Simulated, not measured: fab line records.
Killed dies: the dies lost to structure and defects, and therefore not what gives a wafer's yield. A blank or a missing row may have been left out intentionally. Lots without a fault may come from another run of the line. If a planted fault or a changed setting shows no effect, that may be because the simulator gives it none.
Matching of chambers	flow n5_finfet	rie_diel-05 running N5_BEOL_M9_STRIP_36: 4 sister chambers
The step strips in N2/H2. 14 wafers are shown with their chamber, then 7 later ones without.

## WAFERS PAIRED WITH THEIR CHAMBERS
wafer	chamber	showerhead_plenum_p_Torr (Torr)	drypump_motor_current_A (A)	throttle_valve_pct (%)
L080.3	2	2.51	6.7	23.22
L080.4	1	2.41	5.7	24.08
L080.5	3	2.50	5.2	23.74
L084.4	3	2.50	5.2	23.72
L084.5	3	2.50	5.2	23.68
L084.6	0	2.58	6.0	23.20
L086.2	1	2.41	5.7	24.10
L086.3	2	2.51	6.8	23.23
L086.4	3	2.50	5.2	23.72
L090.1	2	2.51	6.7	23.23
L090.2	0	2.58	5.9	23.24
L090.4	3	2.49	5.2	23.73
L089.2	1	2.41	5.7	24.11
L089.4	2	2.50	6.7	23.27

SIGNATURES (means of the wafers above)
reading	chamber 0	chamber 1	chamber 2	chamber 3	scatter within a chamber
showerhead_plenum_p_Torr	2.5800	2.4100	2.5075	2.4980	0.00394
drypump_motor_current_A	5.950	5.700	6.725	5.200	0.0354
throttle_valve_pct	23.2200	24.0967	23.2375	23.7180	0.022
Rule: distance of a wafer from a chamber = root of the sum over the readings of ((wafer's reading minus chamber's mean) / reading's scatter) squared. The wafer belongs to the nearest chamber; if the next one is less than 2 further off, it can't be placed. The scatter: take each reading less its chamber's mean, square it, sum over the shown wafers, divide by the number of wafers less the number of chambers, and take the root.

## WAFERS MISSING THEIR CHAMBER
wafer	showerhead_plenum_p_Torr (Torr)	drypump_motor_current_A (A)	throttle_valve_pct (%)
L089.5	2.49	5.2	23.74
L097.2	2.57	6.0	23.24
L097.4	2.49	5.2	23.58
L097.6	2.57	6.0	23.26
L096.2	2.57	6.0	23.28
L096.3	2.49	5.2	23.55
L096.5	2.40	5.7	24.08

## THE CHAMBER EACH PASSED THROUGH
wafer	from the rows above	in truth
L089.5	3	3
L097.2	0	0
L097.4	3	3
L097.6	0	0
L096.2	0	0
L096.3	3	3
L096.5	1	1
7 of 7 placed correctly. Can't be placed from these rows: 0. Placed wrongly: 0.
